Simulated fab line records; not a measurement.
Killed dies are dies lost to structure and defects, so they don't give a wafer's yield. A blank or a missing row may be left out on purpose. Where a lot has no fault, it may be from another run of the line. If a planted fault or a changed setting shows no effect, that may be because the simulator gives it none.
Which tool was responsible?	flow n5 finfet	10 lots with 30 wafers sampled at 4 steps, on a route of 1938 steps

## WHAT EACH GAUGE READ, for each wafer
N5_BEOL_M10_OCD_MEAS_38.
lot	measured	on	trench depth nm (nm)
L220	day 10 14:54	ocd-01	146.8 144.2 145.9
L223	day 11 02:04	ocd-02	146.4 143.4 148.5
L226	day 12 04:56	ocd-01	144.2 149.5 149.1
L228	day 12 18:37	ocd-02	150.6 147.1 149.9
L230	day 13 05:13	ocd-01	150.3 145.9 148.5
L231	day 13 22:43	ocd-01	143.5 151.0 145.5
L235	day 14 00:58	ocd-01	149.0 150.2 151.5
L236	day 14 18:10	ocd-02	144.0 146.9 150.0
L239	day 15 11:01	ocd-01	146.3 150.0 149.8
L242	day 15 20:23	ocd-01	150.5 149.9 145.4

## WHAT TOOL EACH LOT RAN ON (gives the tool, then ch and the chambers of the sampled wafers, and finally the start)
lot	N5_BEOL_M10_HM_OPEN_17	N5_BEOL_M10_ETCH_41	N5_BEOL_M10_STRIP_77
L220	rie metal-03 ch 0,1, day 10 12:06	rie diel-05 ch 0,3, day 10 14:49 or earlier	rie diel-05 ch 0,3, day 10 14:49
L223	rie metal-02 ch 0,1, day 10 23:11	rie diel-01 ch 0,1,3, day 11 01:59 or earlier	rie diel-01 ch 0,1,3, day 11 01:59
L226	rie metal-01 ch 1, day 12 00:55	rie diel-05 ch 1,2, day 12 04:52 or earlier	rie diel-05 ch 1,2, day 12 04:52
L228	rie metal-01 ch 0,1, day 12 16:49	rie diel-01 ch 0,2,3, day 12 18:32 or earlier	rie diel-01 ch 0,2,3, day 12 18:32
L230	rie metal-03 ch 0,1, day 13 03:50	rie diel-01 ch 1,2,3, day 13 05:07 or earlier	rie diel-01 ch 1,2,3, day 13 05:07
L231	rie metal-01 ch 0,1, day 13 20:47	rie diel-05 ch 0,3, day 13 22:38 or earlier	rie diel-05 ch 0,3, day 13 22:38
L235	rie metal-03 ch 0,1, day 13 23:47	rie diel-01 ch 2,3, day 14 00:53 or earlier	rie diel-01 ch 2,3, day 14 00:53
L236	rie metal-02 ch 0,1, day 14 17:07	rie diel-01 ch 1,2,3, day 14 18:05 or earlier	rie diel-01 ch 1,2,3, day 14 18:05
L239	rie metal-02 ch 0,1, day 15 06:26	rie diel-05 ch 0,1,3, day 15 10:56 or earlier	rie diel-05 ch 0,1,3, day 15 10:56
L242	rie metal-01 ch 0,1, day 15 19:03	rie diel-05 ch 0,1,2, day 15 20:19 or earlier	rie diel-05 ch 0,1,2, day 15 20:19
- N5_BEOL_M10_HM_OPEN_17: chemistry Cl2/BCl3, target TiN, target depth 20 nm, overetch 6 nm.
- N5_BEOL_M10_ETCH_41: etches SiCN in CH3F/O2, target depth 42.6 nm, time 86 s.
- N5_BEOL_M10_STRIP_77: strips in N2/H2, time 10 s.

## THE ANSWER, worked out from the rows above alone
Rule: usual is defined by the lots themselves. The widest of any qualifying gaps counts: lots, ordered by their means at a reading, are off when they make up no more than a third of the lots, leave a main group of 4 or more, and stand apart from it by 3 or more times the standard deviation of that group's means. A main group is skipped when, at the precision printed for the reading in the tables above, its means are all equal. Also off: a lot with no number at a reading for which 4 or more lots have one. The other lots that the step has rows for count as sound.
Nothing can be told from this: no lot is off at any reading shown.

## WHAT HAD BEEN PUT IN BY THE SIMULATOR
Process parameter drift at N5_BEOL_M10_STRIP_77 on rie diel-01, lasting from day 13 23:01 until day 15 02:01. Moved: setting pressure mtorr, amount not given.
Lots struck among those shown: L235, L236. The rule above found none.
